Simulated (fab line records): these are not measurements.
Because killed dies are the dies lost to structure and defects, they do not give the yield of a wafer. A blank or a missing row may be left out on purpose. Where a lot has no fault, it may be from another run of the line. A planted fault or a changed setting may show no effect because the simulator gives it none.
fab line records	flow nand_harc
record: lots: 12	wafers: 36	last_day: 33
route steps=1302 shown P_BONDPAD@368 A_START@389 A_ONON_D1@432 A_CHANNEL_HOLE_D1@463 END@1302
lots untouched by any fault: they come from a run of this same line in which no faults occurred
start_h: start of the lot's first displayed wafer, in hours after the record's first day	wait_h: how many hours have passed since the lot's step before this one	" the same as in the row above	L1.1+2: a single row standing in for several wafers	- no value present, or no start provided	* or withheld: withheld	< > ~ a bound
route shown NAME@n: a module of which the file shows steps, and the number in the route of the first	usual: mean/standard deviation of fault-free wafers	same: alike in all rows	chamber/n: place in a boat	sites: the reading at each site	_std_site: how widely they spread, as a standard deviation	_edge_site: outer sites' mean less inner sites'	radius_mm: for every site, how far away it sits from the centre of the wafer	mask NAME#n: copy n	behind: the last tool/chamber to shape the wafer	hold: cause of the lot's hold/its duration in hours/its outcome	device: names the non-switching transistor (n, p or np)	end of line: tests of these same wafers at the route's end	step lacking rows: just its recipe	killed: dies lost to structure and defects at the first sort, not the wafer's yield	map: a wafer's dies, x killed, . not, _ none there
set.NAME: the setting that was run; set.NAME@STEP: the one run at that earlier step	model.NAME: the simulator's own value behind a step, which no gauge read
steps of the route over a sample of lots; a table a step, a row a wafer
services: a tool's chamber out of use, with start hour (start_h, from the record's first day; less than 0 if before it), hours out, and reason
== steps ==
step: NHARC_P_BONDPAD_ETCH_37
recipe: target_depth_a: 600	overetch_a: 180	time_s: 65.91	ion_energy_ev: 200	n2_flow_sccm: 150	h2_flow_sccm: 150	ar_flow_sccm: 0	rf_w: 400	bias_w: 150	chemistry: N2/H2
usual: drypump_motor_current_A: 5.6/0.56	oes_product_au: 1.003/0.012	rf_vpp_V: 431.1/2.5	showerhead_plenum_p_Torr: 2.06/0.086	throttle_valve_pct: 14.171/0.0092
lot.wafer	tool	chamber	start_h	wait_h	drypump_motor_current_A	oes_product_au	rf_hours_counter_h	rf_vpp_V	showerhead_plenum_p_Torr	throttle_valve_pct
L311.1	rie_diel-02	0	144.60	0.1	5.1	0.982	2.4	428.2	1.94	14.167
L311.5	"	1	"	"	6.6	0.976	-	432.3	2.10	14.187
L311.6	"	2	"	"	5.0	0.994	-	429.2	2.00	14.175
L312.1	rie_diel-02	0	153.59	0.1	5.2	0.987	3.0	428.0	1.94	14.166
L312.3	"	1	"	"	6.7	0.982	3.0	433.9	2.10	14.156
L312.6	"	3	"	"	6.2	1.022	-	426.7	1.90	14.171
L313.4	rie_diel-02	0	169.88	0.1	5.2	1.002	3.2	426.3	1.94	14.168
L313.2	"	2	"	"	5.0	0.999	3.0	429.1	2.00	14.180
L313.6	"	3	"	"	6.2	1.008	-	426.7	1.90	14.177
L316.2	rie_diel-10	3	201.25	0.1	5.0	1.012	8.0	432.5	2.14	14.176
L316.3	"	0	"	"	4.9	0.999	7.8	429.0	2.03	14.160
L316.5	"	2	"	"	6.1	1.008	-	431.2	2.05	14.161
L317.5	rie_diel-10	1	207.35	0.1	5.7	1.008	-	433.1	2.14	14.174
L317.6	"	2	"	"	6.0	1.003	-	431.3	2.05	14.179
L317.4	"	3	"	"	5.0	1.010	-	431.9	2.14	14.185
L318.2	rie_diel-01	1	215.50	0.1	5.2	1.018	0.1	435.1	2.19	14.184
L318.4	"	2	"	"	5.9	1.003	0.1	430.8	1.99	14.175
L318.6	"	1	"	"	5.2	1.021	-	435.7	2.19	14.177
L327.3	rie_diel-10	2	309.95	0.1	6.1	1.003	3.4	430.4	2.05	14.184
L327.1	"	3	"	"	5.0	1.011	3.9	432.8	2.13	14.176
L327.2	"	0	"	"	4.9	0.996	4.5	430.8	2.03	14.168
L326.1	rie_diel-10	0	311.00	0.1	4.9	1.013	4.6	430.0	2.02	14.161
L326.2	"	1	"	"	5.7	0.983	4.1	433.9	2.13	14.167
L326.5	"	0	"	"	4.9	1.005	-	429.6	2.03	14.158
L329.3	rie_diel-10	3	323.51	0.1	5.0	1.020	4.5	433.4	2.13	14.169
L329.1	"	2	"	"	6.1	1.012	4.2	431.4	2.05	14.176
L329.5	"	0	"	"	4.9	1.005	-	428.7	2.02	14.177
L330.4	rie_diel-01	0	339.17	0.1	6.2	1.014	4.5	433.8	2.15	14.184
L330.3	"	3	"	"	5.9	0.998	4.2	426.6	1.91	14.171
L330.5	"	1	"	"	5.2	1.020	-	434.1	2.19	14.173
L331.3	rie_diel-10	1	351.55	0.1	5.7	1.014	6.1	434.3	2.13	14.184
L331.2	"	2	"	"	6.1	0.999	5.4	431.0	2.05	14.166
L331.6	"	1	"	"	5.7	1.001	-	434.7	2.13	14.160
L333.4	rie_diel-02	3	357.21	0.1	6.2	1.008	-	425.9	1.90	14.163
L333.5	"	1	"	"	6.6	0.988	-	432.3	2.10	14.174
L333.6	"	2	"	"	4.9	0.992	-	429.1	2.00	14.172
step: NHARC_A_START_INSPECT_01
usual: raw_defect_count: 3.3/1.8
lot.wafer	tool	chamber	start_h	wait_h	raw_defect_count
L311.1	defect_inspect-01	-	147.61	-	3
L311.5	"	-	"	"	2
L311.6	"	-	"	"	2
L312.1	defect_inspect-02	-	156.63	-	0
L312.3	"	-	"	"	4
L312.6	"	-	"	"	1
L313.2	defect_inspect-01	-	172.82	-	4
L313.4	"	-	"	"	4
L313.6	"	-	"	"	7
L316.2	defect_inspect-01	-	204.30	-	2
L316.3	"	-	"	"	4
L316.5	"	-	"	"	3
L317.4	defect_inspect-01	-	210.41	-	5
L317.5	"	-	"	"	2
L317.6	"	-	"	"	2
L318.2	defect_inspect-01	-	218.46	-	6
L318.4	"	-	"	"	6
L318.6	"	-	"	"	9
L327.1	defect_inspect-01	-	313.03	-	3
L327.2	"	-	"	"	2
L327.3	"	-	"	"	2
L326.1	defect_inspect-01	-	313.92	-	2
L326.2	"	-	"	"	4
L326.5	"	-	"	"	8
L329.1	defect_inspect-02	-	326.46	-	2
L329.3	"	-	"	"	3
L329.5	"	-	"	"	3
L330.3	defect_inspect-02	-	342.14	-	2
L330.4	"	-	"	"	4
L330.5	"	-	"	"	3
L331.2	defect_inspect-02	-	354.49	-	5
L331.3	"	-	"	"	2
L331.6	"	-	"	"	3
L333.4	defect_inspect-01	-	360.15	-	5
L333.5	"	-	"	"	3
L333.6	"	-	"	"	4
step: NHARC_A_ONON_D1_DEP_12
recipe: target_thk_a: 10000	n2_flow_sccm: 2750	n2o_flow_sccm: 2000	nh3_flow_sccm: 500	sih4_flow_sccm: 210	temp_c: 400
usual: susceptor_temp_C: 399.99/0.24
lot.wafer	tool	chamber	start_h	wait_h	susceptor_temp_C
L311.1	pecvd_onon-02	0	172.97	0.1	400.27
L311.5	"	0	"	"	400.43
L311.6	"	0	"	"	399.90
L312.1	pecvd_onon-02	0	181.55	0.1	399.71
L312.3	"	0	"	"	399.45
L312.6	"	0	"	"	399.57
L313.2	pecvd_onon-01	0	198.94	0.1	399.96
L313.4	"	0	"	"	399.98
L313.6	"	0	"	"	399.80
L316.2	pecvd_onon-02	0	228.40	0.1	400.16
L316.3	"	0	"	"	400.52
L316.5	"	0	"	"	400.01
L317.4	pecvd_onon-02	0	234.94	0.2	400.12
L317.5	"	0	"	"	400.17
L317.6	"	0	"	"	400.20
L318.2	pecvd_onon-02	0	243.04	0.1	400.21
L318.4	"	0	"	"	400.21
L318.6	"	0	"	"	399.98
L326.1	pecvd_onon-02	0	337.74	0.1	399.67
L326.2	"	0	"	"	399.92
L326.5	"	0	"	"	399.78
L327.1	pecvd_onon-03	0	337.76	0.1	399.99
L327.2	"	0	"	"	400.20
L327.3	"	0	"	"	399.89
L329.1	pecvd_onon-02	0	351.46	0.1	400.06
L329.3	"	0	"	"	400.13
L329.5	"	0	"	"	399.97
L330.3	pecvd_onon-01	0	367.37	0.2	400.28
L330.4	"	0	"	"	399.88
L330.5	"	0	"	"	399.89
L331.2	pecvd_onon-01	0	379.58	0.1	400.24
L331.3	"	0	"	"	399.96
L331.6	"	0	"	"	400.07
L333.4	pecvd_onon-02	0	384.08	0.2	399.84
L333.5	"	0	"	"	399.84
L333.6	"	0	"	"	399.80
step: NHARC_A_ONON_D1_THK_MEAS_14
recipe: thk_meas_gauge: ellipsometry
usual: thk_nm: 1001/9.8
lot.wafer	tool	chamber	start_h	wait_h	hold	thk_nm
L311.1	film_metro-02	-	173.48	-	-	1011
L311.5	"	-	"	"	-	1009
L311.6	"	-	"	"	-	1010
L312.1	film_metro-01	-	182.06	-	-	995
L312.3	"	-	"	"	-	995
L312.6	"	-	"	"	-	995
L313.2	film_metro-02	-	199.39	-	-	987
L313.4	"	-	"	"	-	989
L313.6	"	-	"	"	-	988
L316.2	film_metro-02	-	228.88	-	-	995
L316.3	"	-	"	"	-	997
L316.5	"	-	"	"	-	996
L317.4	film_metro-02	-	235.27	-	await_dispo/0.2h/release	879
L317.5	"	-	"	"	await_dispo/0.2h/release	997
L317.6	"	-	"	"	await_dispo/0.2h/release	995
L317.4	film_metro-02	-	235.44	0.2	-	878
L317.5	"	-	"	"	-	994
L317.6	"	-	"	"	-	995
L318.2	film_metro-01	-	243.50	-	await_dispo/0.2h/release	860
L318.4	"	-	"	"	await_dispo/0.2h/release	859
L318.6	"	-	"	"	await_dispo/0.2h/release	975
L318.2	film_metro-01	-	243.67	0.2	-	860
L318.4	"	-	"	"	-	860
L318.6	"	-	"	"	-	975
L326.1	film_metro-02	-	338.25	-	-	997
L326.2	"	-	"	"	-	995
L326.5	"	-	"	"	-	995
L327.1	film_metro-01	-	338.27	-	-	1009
L327.2	"	-	"	"	-	1009
L327.3	"	-	"	"	-	1009
L329.1	film_metro-02	-	351.97	-	-	1017
L329.3	"	-	"	"	-	1017
L329.5	"	-	"	"	-	1018
L330.3	film_metro-02	-	367.77	-	-	1014
L330.4	"	-	"	"	-	1012
L330.5	"	-	"	"	-	1013
L331.2	film_metro-01	-	380.03	-	-	1015
L331.3	"	-	"	"	-	1014
L331.6	"	-	"	"	-	1014
L333.4	film_metro-01	-	384.42	-	-	995
L333.5	"	-	"	"	-	995
L333.6	"	-	"	"	-	997
step: NHARC_A_CHANNEL_HOLE_D1_OVL_MEAS_11
usual: overlay_x_nm: 0.0/0.86	overlay_y_nm: -0.2/0.87
lot.wafer	tool	chamber	start_h	wait_h	overlay_x_nm	overlay_y_nm
L311.1	overlay-02	-	186.93	-	0.5	-1.0
L311.5	"	-	"	"	0.1	-1.2
L311.6	"	-	"	"	0.2	-1.0
L312.1	overlay-02	-	195.51	-	0.3	1.1
L312.3	"	-	"	"	-0.3	1.8
L312.6	"	-	"	"	0.4	1.3
L313.2	overlay-02	-	212.82	-	-0.9	-1.0
L313.4	"	-	"	"	-1.0	-0.2
L313.6	"	-	"	"	-0.3	-0.7
L316.2	overlay-01	-	245.61	-	-0.3	-0.6
L316.3	"	-	"	"	-0.6	-1.0
L316.5	"	-	"	"	-0.8	-1.2
L317.5	overlay-01	-	250.53	-	0.5	0.5
L317.6	"	-	"	"	0.5	0.8
L318.6	overlay-01	-	260.42	-	0.6	-0.9
L327.1	overlay-02	-	351.49	-	-2.0	0.3
L327.2	"	-	"	"	-1.3	-0.3
L327.3	"	-	"	"	-1.5	0.2
L326.1	overlay-02	-	351.65	-	-1.1	-0.2
L326.2	"	-	"	"	-1.2	-0.1
L326.5	"	-	"	"	-1.0	0.2
L329.1	overlay-01	-	367.70	-	0.3	-0.8
L329.3	"	-	"	"	0.9	-0.7
L329.5	"	-	"	"	1.1	-0.7
L330.3	overlay-01	-	382.68	-	-1.2	-0.4
L330.4	"	-	"	"	-1.3	-1.0
L330.5	"	-	"	"	-1.3	-0.7
L331.2	overlay-02	-	394.88	-	1.4	-1.0
L331.3	"	-	"	"	1.3	-0.7
L331.6	"	-	"	"	1.3	-0.8
L333.4	overlay-01	-	402.80	-	0.2	0.3
L333.5	"	-	"	"	0.0	-0.2
L333.6	"	-	"	"	0.4	-0.3
step: NHARC_END_SORT_01
recipe: temp_c: 25
usual: killed_at_array: 52/19	killed_at_other: 1.0/1.2	killed_at_periphery: 4.1/2.8	killed_dies: 57/19	killed_open: 3.1/1.7	killed_short: 2.5/1.5
same: gross_dies: 677
lot.wafer	tool	chamber	start_h	wait_h	hold	killed_at_array	killed_at_other	killed_at_periphery	killed_dies	killed_open	killed_short
L317.4	prober-01	0	626.71	3.4	await_dispo/2.6h/release	672	2	3	677	5	2
L317.5	prober-01	0	627.51	3.7	await_dispo/2.6h/release	89	0	0	89	2	1
L317.6	prober-01	0	628.31	4.0	await_dispo/2.6h/release	51	1	3	55	1	2
L318.2	prober-01	0	643.79	2.8	await_dispo/1.5h/release	671	0	6	677	1	1
L318.4	prober-01	0	645.39	3.4	await_dispo/1.5h/release	664	0	13	677	8	5
L318.6	prober-01	0	647.00	4.0	await_dispo/1.5h/release	35	1	10	46	2	2
L327.1	prober-02	0	718.40	2.5	-	53	7	1	61	2	2
L327.2	prober-02	0	719.20	2.8	-	39	2	4	45	7	4
L327.3	prober-02	0	720.01	3.1	-	48	4	5	57	5	2
L329.1	prober-01	0	749.31	2.5	-	53	2	0	55	3	2
L329.3	prober-01	0	750.89	3.1	-	62	0	4	66	4	0
L329.5	prober-01	0	752.47	3.7	-	67	1	1	69	2	4
killed by level:class
L317.4 A_ONON_D1:area_dep=623 A_CHANNEL_HOLE_D2:chamber_film_flake=21 A_SLIT:chamber_film_flake=11 A_STAIRCASE:chamber_film_flake=4 A_CHANNEL_HOLE_D1:chamber_film_flake=2 THIN_TSV:chamber_film_flake=2 A_WL_FILL:chamber_film_flake=2 P_CONTACT:geometric_particle:open=1
L317.5 A_CHANNEL_HOLE_D2:chamber_film_flake=38 A_SLIT:chamber_film_flake=30 A_STAIRCASE:chamber_film_flake=5 A_CHANNEL_HOLE_D1:chamber_film_flake=4 A_CHANNEL_FILL_D1:chamber_film_flake=2 A_WL_FILL:chamber_film_flake=2 A_CONTACT:chamber_film_flake=2 A_CHANNEL_FILL_D1:geometric_particle:open=1
L317.6 A_CHANNEL_HOLE_D2:chamber_film_flake=19 A_SLIT:chamber_film_flake=12 A_STAIRCASE:chamber_film_flake=9 A_CONTACT:chamber_film_flake=3 P_GATE:chamber_film_flake=2 A_CHANNEL_FILL_D1:chamber_film_flake=2 A_WL_FILL:chamber_film_flake=2 A_SOURCE_PLATE:geometric_particle:open=1
L318.2 A_ONON_D1:area_dep=644 A_CHANNEL_HOLE_D2:chamber_film_flake=7 A_CONTACT:chamber_film_flake=7 P_ZERO_WELL:chamber_film_flake=3 A_CHANNEL_HOLE_D1:chamber_film_flake=3 A_WL_FILL:chamber_film_flake=3 A_SGD_CUT:chamber_film_flake=2 A_CHANNEL_FILL_D2:geometric_particle:open=1
L318.4 A_ONON_D1:area_dep=628 A_CHANNEL_HOLE_D2:chamber_film_flake=8 A_CHANNEL_HOLE_D1:chamber_film_flake=5 P_GATE:chamber_film_flake=4 P_BONDPAD:chamber_film_flake=4 A_CHANNEL_FILL_D2:chamber_film_flake=4 A_CHANNEL_FILL_D2:geometric_particle:short=3 A_CONTACT:chamber_film_flake=3
L318.6 A_CONTACT:chamber_film_flake=10 A_CHANNEL_HOLE_D1:chamber_film_flake=6 A_CHANNEL_HOLE_D2:chamber_film_flake=6 P_GATE:chamber_film_flake=4 P_BONDPAD:chamber_film_flake=4 A_SGD_CUT:chamber_film_flake=3 P_ZERO_WELL:chamber_film_flake=2 A_ZERO_WELL:chamber_film_flake=2
L327.1 A_CHANNEL_HOLE_D1:chamber_film_flake=38 THIN_TSV:chamber_film_flake=7 A_STAIRCASE:chamber_film_flake=5 A_ZERO_WELL:chamber_film_flake=3 A_CONTACT:chamber_film_flake=2 P_CONTACT:geometric_particle:open=1 A_ONON_D1:geometric_particle:short=1 A_DECK1_JOINT:geometric_particle:open=1
L327.2 A_CHANNEL_HOLE_D1:chamber_film_flake=19 A_CONTACT:chamber_film_flake=5 A_STAIRCASE:chamber_film_flake=3 P_CONTACT:geometric_particle:open=2 A_CHANNEL_FILL_D2:geometric_particle:open=2 A_SLIT:chamber_film_flake=2 THIN_TSV:chamber_film_flake=2 P_M0:geometric_particle:open=1
L327.3 A_CHANNEL_HOLE_D1:chamber_film_flake=33 A_STAIRCASE:chamber_film_flake=5 A_CONTACT:chamber_film_flake=5 THIN_TSV:chamber_film_flake=3 P_CONTACT:geometric_particle:open=2 P_M2:chamber_film_flake=2 A_CHANNEL_HOLE_D1:geometric_particle:short=1 P_M0:geometric_particle:open=1
L329.1 A_CHANNEL_HOLE_D1:chamber_film_flake=22 A_CHANNEL_HOLE_D2:chamber_film_flake=9 A_SLIT:chamber_film_flake=7 A_CONTACT:chamber_film_flake=6 A_WL_FILL:geometric_particle:open=2 A_ZERO_WELL:chamber_film_flake=2 THIN_TSV:chamber_film_flake=2 A_SOURCE_PLATE:geometric_particle:short=1
L329.3 A_CHANNEL_HOLE_D1:chamber_film_flake=21 A_CHANNEL_HOLE_D2:chamber_film_flake=21 A_CONTACT:chamber_film_flake=9 A_SLIT:chamber_film_flake=3 A_ZERO_WELL:chamber_film_flake=3 A_STAIRCASE:chamber_film_flake=2 P_CONTACT:geometric_particle:open=1 P_M0:geometric_particle:open=1
L329.5 A_CHANNEL_HOLE_D1:chamber_film_flake=18 A_CHANNEL_HOLE_D2:chamber_film_flake=16 A_CONTACT:chamber_film_flake=12 A_SLIT:chamber_film_flake=8 A_STAIRCASE:chamber_film_flake=4 A_SOURCE_PLATE:geometric_particle:short=1 A_ONON_D1:geometric_particle:short=1 A_ONON_D2:geometric_particle:open=1
== services ==
tool	chamber	start_h	hours	kind
rie_diel-10	0	123.50	-	clean
rie_diel-10	1	144.07	1.7	repair
rie_diel-02	1	172.77	5.8	repair
rie_diel-01	0	185.15	2.8	repair
pecvd_onon-02	-	185.30	13.0	pm
rie_diel-10	1	186.43	8.2	repair
rie_diel-02	0	193.02	16.8	repair
rie_diel-01	-	203.80	9.0	pm
rie_diel-10	0	206.15	3.0	repair
rie_diel-02	-	207.39	1.0	repair
rie_diel-02	-	216.70	9.0	pm
pecvd_onon-03	-	227.19	13.0	pm
rie_diel-10	-	242.57	9.0	pm
rie_diel-02	0	255.60	7.1	repair
pecvd_onon-01	-	269.43	13.0	pm
pecvd_onon-01	-	289.30	7.6	repair
rie_diel-01	2	294.55	8.8	repair
rie_diel-01	-	307.05	0.8	repair
rie_diel-10	1	321.33	4.5	repair
pecvd_onon-01	-	355.08	1.0	repair
pecvd_onon-02	-	366.48	13.0	pm
rie_diel-02	2	374.56	2.3	repair
rie_diel-02	3	379.34	8.6	repair
rie_diel-01	-	380.80	9.0	pm
== key ==
first_sign: step: NHARC_A_ONON_D1_THK_MEAS_14	reading: visit	direction: added
effect: step: NHARC_A_ONON_D1_THK_MEAS_14	reading: thk_nm	direction: down	sigmas: 14	usual: 1001	struck: 866
effect: step: NHARC_END_SORT_01	reading: killed_dies	direction: up	sigmas: 33	usual: 57	struck: 677
more_kills_born_at: NHARC_A_ONON_D1_DEP_12@pecvd_onon-02: 1895
met_at NHARC_A_ONON_D1_DEP_12
struck_lots L317,L318
struck_wafers L317.4,L318.2,L318.4
later_rows_left_out L317.4,L318.2,L318.4
tester_left_out L317,L318
not_acting_at NHARC_P_BONDPAD_ETCH_37,NHARC_A_START_INSPECT_01,NHARC_A_CHANNEL_HOLE_D1_OVL_MEAS_11
onset_between 228.40 234.94
fault: kind: process_parameter_drift	tool: pecvd_onon-02	chamber: -	onset_h: 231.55	steps: NHARC_A_ONON_D1_DEP_12	channel: target_thk_a	offset: *	shape: step	end_h: 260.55	scope: struck_wafers_only	acts_in: *	stated: *
tester_left_out: of these lots the tester's yield and bins aren't shown, on N5 and GAA mostly nor the transistor test; their killed dies are dies lost to structure and defects alone, not to doping, threshold or leakage, so they don't give the yield
later_rows_left_out: the simulator's readings of these wafers behind a module that went badly wrong aren't trusted and aren't shown, but for the sort
